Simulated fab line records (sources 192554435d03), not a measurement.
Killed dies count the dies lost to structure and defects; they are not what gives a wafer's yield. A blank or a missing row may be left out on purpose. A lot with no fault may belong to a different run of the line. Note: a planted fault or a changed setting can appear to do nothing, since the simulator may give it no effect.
What tool caused it? || flow n5-finfet || Sampling: 24 lots, 72 wafers, 2 of 1938 route steps

WHAT THE GAUGES READ, wafer by wafer
N5_BEOL_M2_CD_MEAS_11: the cd target is 16.79 nm. Usual: cd-nm 16.73 nm, standard deviation 0.26.
{"lot": "L074", "measured": "day 6 11:41", "on": "cd-sem-03", "cd-nm (nm)": "16.43 16.76 16.88", "flag": ""}
{"lot": "L075", "measured": "day 6 21:08", "on": "cd-sem-01", "cd-nm (nm)": "16.66 16.90 16.70", "flag": ""}
{"lot": "L076", "measured": "day 7 11:40", "on": "cd-sem-02", "cd-nm (nm)": "16.78 16.28 16.80", "flag": ""}
{"lot": "L077", "measured": "day 7 11:56", "on": "cd-sem-01", "cd-nm (nm)": "17.54 16.96 17.18", "flag": ""}
{"lot": "L078", "measured": "day 8 00:54", "on": "cd-sem-01", "cd-nm (nm)": "16.69 16.60 16.77", "flag": ""}
{"lot": "L079", "measured": "day 8 02:00", "on": "cd-sem-03", "cd-nm (nm)": "16.76 16.80 16.46", "flag": ""}
{"lot": "L080", "measured": "day 8 09:26", "on": "cd-sem-02", "cd-nm (nm)": "16.81 16.51 17.25", "flag": ""}
{"lot": "L081", "measured": "day 8 09:29", "on": "cd-sem-02", "cd-nm (nm)": "16.36 16.75 16.30", "flag": ""}
{"lot": "L082", "measured": "day 9 00:36", "on": "cd-sem-02", "cd-nm (nm)": "16.81 16.30 16.70", "flag": ""}
{"lot": "L083", "measured": "day 9 16:35", "on": "cd-sem-01", "cd-nm (nm)": "16.83 16.63 17.11", "flag": ""}
{"lot": "L084", "measured": "day 9 19:43", "on": "cd-sem-01", "cd-nm (nm)": "16.43 16.57 16.61", "flag": ""}
{"lot": "L086", "measured": "day 9 23:22", "on": "cd-sem-01", "cd-nm (nm)": "16.41 16.86 16.79", "flag": ""}
{"lot": "L088", "measured": "day 10 01:16", "on": "cd-sem-02", "cd-nm (nm)": "16.84 16.56 16.59", "flag": ""}
{"lot": "L085", "measured": "day 10 02:16", "on": "cd-sem-02", "cd-nm (nm)": "16.89 16.73 16.43", "flag": ""}
{"lot": "L087", "measured": "day 10 09:19", "on": "cd-sem-03", "cd-nm (nm)": "16.55 17.07 16.84", "flag": ""}
{"lot": "L091", "measured": "day 10 16:23", "on": "cd-sem-01", "cd-nm (nm)": "16.76 16.56 16.61", "flag": ""}
{"lot": "L090", "measured": "day 10 16:27", "on": "cd-sem-02", "cd-nm (nm)": "17.12 17.11 16.61", "flag": ""}
{"lot": "L089", "measured": "day 10 17:27", "on": "cd-sem-01", "cd-nm (nm)": "17.13 16.77 17.08", "flag": ""}
{"lot": "L092", "measured": "day 11 08:45", "on": "cd-sem-01", "cd-nm (nm)": "16.46 17.04 16.68", "flag": ""}
{"lot": "L093", "measured": "day 11 15:25", "on": "cd-sem-01", "cd-nm (nm)": "16.97 17.00 16.39", "flag": ""}
{"lot": "L094", "measured": "day 11 21:54", "on": "cd-sem-02", "cd-nm (nm)": "16.96 16.86 16.27", "flag": ""}
{"lot": "L095", "measured": "day 11 22:05", "on": "cd-sem-01", "cd-nm (nm)": "16.58 16.91 16.81", "flag": ""}
{"lot": "L096", "measured": "day 12 10:25", "on": "cd-sem-02", "cd-nm (nm)": "16.93 16.88 17.12", "flag": ""}
{"lot": "L097", "measured": "day 12 10:46", "on": "cd-sem-02", "cd-nm (nm)": "16.79 16.50 16.76", "flag": ""}

N5_BEOL_M2_OVL_MEAS_29. Usual: V1_OVL gives 0.0 nm (standard deviation 0.7).
{"lot": "L074", "measured": "day 6 17:34", "on": "overlay-01", "V1_OVL (nm)": "-1.4 0.3 -0.3", "flag": ""}
{"lot": "L075", "measured": "day 6 22:03", "on": "overlay-01", "V1_OVL (nm)": "-0.1 0.0 -0.9", "flag": ""}
{"lot": "L076", "measured": "day 7 12:44", "on": "overlay-01", "V1_OVL (nm)": "0.1 0.0 -0.6", "flag": ""}
{"lot": "L077", "measured": "day 7 13:02", "on": "overlay-02", "V1_OVL (nm)": "1.1 -0.6 0.0", "flag": ""}
{"lot": "L078", "measured": "day 8 01:50", "on": "overlay-01", "V1_OVL (nm)": "0.2 -0.4 0.5", "flag": ""}
{"lot": "L079", "measured": "day 8 03:07", "on": "overlay-01", "V1_OVL (nm)": "0.0 1.0 -0.2", "flag": ""}
{"lot": "L080", "measured": "day 8 10:34", "on": "overlay-01", "V1_OVL (nm)": "-1.5 -0.8 -0.6", "flag": ""}
{"lot": "L081", "measured": "day 8 10:38", "on": "overlay-01", "V1_OVL (nm)": "0.3 0.5 0.0", "flag": ""}
{"lot": "L082", "measured": "day 9 02:14", "on": "overlay-02", "V1_OVL (nm)": "0.2 0.6 1.3", "flag": ""}
{"lot": "L083", "measured": "day 9 17:41", "on": "overlay-01", "V1_OVL (nm)": "0.4 0.3 1.5", "flag": ""}
{"lot": "L084", "measured": "day 9 21:17", "on": "overlay-01", "V1_OVL (nm)": "-0.5 -0.6 -0.2", "flag": ""}
{"lot": "L086", "measured": "day 10 00:47", "on": "overlay-02", "V1_OVL (nm)": "0.1 0.0 0.2", "flag": ""}
{"lot": "L088", "measured": "day 10 02:20", "on": "overlay-01", "V1_OVL (nm)": "0.8 -0.4 0.9", "flag": ""}
{"lot": "L085", "measured": "day 10 03:19", "on": "overlay-02", "V1_OVL (nm)": "1.5 1.0 0.5", "flag": ""}
{"lot": "L087", "measured": "day 10 10:16", "on": "overlay-02", "V1_OVL (nm)": "-0.1 0.3 -0.6", "flag": ""}
{"lot": "L091", "measured": "day 10 17:31", "on": "overlay-01", "V1_OVL (nm)": "-0.1 0.3 -1.4", "flag": ""}
{"lot": "L090", "measured": "day 10 17:42", "on": "overlay-01", "V1_OVL (nm)": "-0.1 0.7 -0.1", "flag": ""}
{"lot": "L089", "measured": "day 10 18:22", "on": "overlay-02", "V1_OVL (nm)": "0.6 0.4 1.7", "flag": ""}
{"lot": "L092", "measured": "day 11 09:40", "on": "overlay-02", "V1_OVL (nm)": "-0.2 0.6 -0.6", "flag": ""}
{"lot": "L093", "measured": "day 11 16:42", "on": "overlay-01", "V1_OVL (nm)": "0.1 -0.6 -0.9", "flag": ""}
{"lot": "L094", "measured": "day 11 23:14", "on": "overlay-01", "V1_OVL (nm)": "-1.6 -0.8 -1.3", "flag": ""}
{"lot": "L095", "measured": "day 11 23:18", "on": "overlay-01", "V1_OVL (nm)": "0.0 -1.7 0.1", "flag": ""}
{"lot": "L096", "measured": "day 12 11:20", "on": "overlay-02", "V1_OVL (nm)": "-0.3 -0.8 -0.6", "flag": ""}
{"lot": "L097", "measured": "day 12 11:46", "on": "overlay-01", "V1_OVL (nm)": "0.4 -0.1 0.3", "flag": ""}

EACH LOT AND THE TOOL THAT RAN IT (in order: tool; ch and the chambers of the sampled wafers; start)
No process step before these readings appears in the record.

WHAT THE TOOLS THEMSELVES READ (means of the sampled wafers that have a number; where no wafer has one, the mark that the record gives instead)
The record holds no such reading with a usual standard deviation.

THE ANSWER, worked out from the rows above alone
Rule: lot off if the mean of its wafers having a number is beyond 3 standard deviations from the usual mean. Also off: a lot with no number at a reading for which 4 or more lots have one. The other lots that the step has rows for count as sound. After the gauges, taken in route order, come the tools' own readings; for these a lot's mean is taken, as printed above. At the first step where some lot is off, the reading lying furthest off is the one used; lots without a number count as furthest.
No lot is off on any of the readings shown, so nothing can be concluded from this.

WHAT THE SIMULATOR PUT IN
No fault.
